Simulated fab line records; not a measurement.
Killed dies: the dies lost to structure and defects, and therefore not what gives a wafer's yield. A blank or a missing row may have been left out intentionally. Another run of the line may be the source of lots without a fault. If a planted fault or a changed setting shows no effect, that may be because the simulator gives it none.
Split-lot experiment | flow n5Finfet | 21 wafers read from 7 lots, route of 1938 steps

ABOUT THE SPLIT
At N5_BEOL_M14_TRENCH_ETCH_34 (etches SiO2 in C4F8/O2/Ar, target depth 556.65 nm, time 126.9 s), the setting timeS was moved away from the recipe's 126.9 s on 8 of the 21 wafers read, by -16.4% to +19.8%. All remaining wafers had this setting at the recipe value.

FROM THE SPLIT TO THE READING: what the file shows between them, 10 steps
- N5_BEOL_M14_STRIP_70: strips in C4F8/O2/Ar
- N5_BEOL_M14_OCD_MEAS_35
- N5_BEOL_M14_STRIP_37: strips in O2
- N5_BEOL_M14_ETCH_38: etches SiCN in CF4/N2, target depth 106.5 nm, time 120.6 s
- N5_BEOL_M14_ECD_47: material Cu, target thk 1248 nm
- N5_BEOL_M14_ANNEAL_48: time 90 s
- N5_BEOL_M14_CMP_49: polishes, stops on SiO2, t overpolish 5.2 s, target thk 560 nm
- N5_BEOL_M14_THK_MEAS_50: measures by xrf
- N5_BEOL_M14_PRE_CLEAN_52: time 15 s
- N5_BEOL_M14_DEP_53: deposits SiCN from 3MS/NH3, target thk 50 nm, time 17.8 s

THE READING
Measured at N5_BEOL_M14_RS_MEAS_54 by four-point probe: M14_RS, in ohm/sq. Typical for fault-free wafers on this fab line: 0.0335 ohm/sq, with standard deviation 0.0009 ohm/sq.

wafer  | tool, chamber at the split | timeS as run, s | against the recipe | M14_RS, ohm/sq | against lot-mates on the recipe
L080.1 | rieDiel-05, 2              | 106.1           | -16.4%             | 0.0408         | +0.0078
L080.3 | rieDiel-05, 1              | 126.9           | recipe             | 0.0330         | -
L080.5 | rieDiel-05, 3              | 106.1           | -16.4%             | 0.0411         | +0.0081
L079.1 | rieDiel-02, 3              | 126.9           | recipe             | 0.0325         | -
L079.2 | rieDiel-02, 2              | 126.9           | recipe             | 0.0326         | -
L079.5 | rieDiel-02, 3              | 126.9           | recipe             | 0.0322         | -
L084.2 | rieDiel-02, 0              | 148.1           | +16.7%             | 0.0282         | -0.0050
L084.3 | rieDiel-02, 2              | 126.9           | recipe             | 0.0324         | -
L084.4 | rieDiel-02, 1              | 126.9           | recipe             | 0.0340         | -
L088.1 | rieDiel-02, 3              | 126.9           | recipe             | 0.0326         | -
L088.3 | rieDiel-02, 1              | 126.9           | recipe             | 0.0338         | -
L088.4 | rieDiel-02, 0              | 126.9           | recipe             | 0.0336         | -
L091.3 | rieDiel-04, 0              | 126.9           | recipe             | 0.0337         | -
L091.4 | rieDiel-04, 1              | 126.9           | recipe             | 0.0349         | -
L091.6 | rieDiel-04, 2              | 113.4           | -10.6%             | 0.0362         | +0.0019
L089.2 | rieDiel-05, 1              | 152             | +19.8%             | 0.0273         | -0.0065
L089.3 | rieDiel-05, 3              | 152             | +19.8%             | 0.0279         | -0.0059
L089.6 | rieDiel-05, 0              | 126.9           | recipe             | 0.0338         | -
L096.1 | rieDiel-04, 2              | 134.9           | +6.3%              | 0.0307         | -0.0036
L096.3 | rieDiel-04, 3              | 134.9           | +6.3%              | 0.0310         | -0.0033
L096.4 | rieDiel-04, 1              | 126.9           | recipe             | 0.0343         | -

FIT RESULTS
A straight line over all 21 wafers: M14_RS changes by -0.000352 ohm/sq for each +1% of timeS; r = -0.96; the points scatter about the line by 0.00099 ohm/sq.
The same after taking each lot's own level away (the mean of its wafers on the recipe; 21 wafers): -0.000366 ohm/sq for each +1%; r = -0.96; scatter 0.001 ohm/sq.
According to that fit, moving timeS by its largest amount changes the reading by 0.0072 ohm/sq.
The span of the lots' own levels, 0.03243 to 0.03430 ohm/sq, comes to 2.1 times the standard deviation stated above.
Hence the lot-to-lot level has little effect on the slope; both slopes agree.
Check: for one of the wafers moved furthest among these (+19.8%), held out of the fit, the line's prediction against its lot-mates is -0.00731 ohm/sq. Against them it came out at -0.0065 ohm/sq.

THESE WAFERS: OTHER SPLITS
Before the reading, these wafers also passed through other splits. Each is held against what the fit with the lots' levels taken away leaves over:
other split on the same wafers | wafers away from the commonest value | r with M14_RS (lot level and that fit taken away)
N5_BEOL_M12_COAT_04 spinRpm    | 5                                    | -0.06
N5_BEOL_M12_DESCUM_15 timeS    | 11                                   | -0.10

THE WHOLE CHAIN: every reading that the file lists as answering this split, in the file's order
step                       | what it does                                                    | reading                                                                      | change (the file's fit)               | r (the file's)
N5_BEOL_M14_TRENCH_ETCH_34 | etches SiO2 in C4F8/O2/Ar, target depth 556.65 nm, time 126.9 s | etch.depthNm (the simulator's own value, which no gauge read)                | +5.87 nm for each +1% of the setting  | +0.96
N5_BEOL_M14_OCD_MEAS_35    |                                                                 | trenchDepthNm                                                                | +5.88 nm for each +1% of the setting  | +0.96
N5_BEOL_M14_CMP_49         | polishes, stops on SiO2, t overpolish 5.2 s, target thk 560 nm  | Cu_of_BEOL_M14_ECD_47.thkNm (the simulator's own value, which no gauge read) | +5.89 nm for each +1% of the setting  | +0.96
N5_BEOL_M14_THK_MEAS_50    | measures by xrf                                                 | M14_THK                                                                      | +6.02 for each +1% of the setting     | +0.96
N5_BEOL_M14_RS_MEAS_54     | measures by four-point-probe                                    | M14_RS                                                                       | -0.000347 for each +1% of the setting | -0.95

FILE'S OWN FIT
M14_RS changes by -0.000347 ohm/sq for each +1% of timeS, r = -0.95.
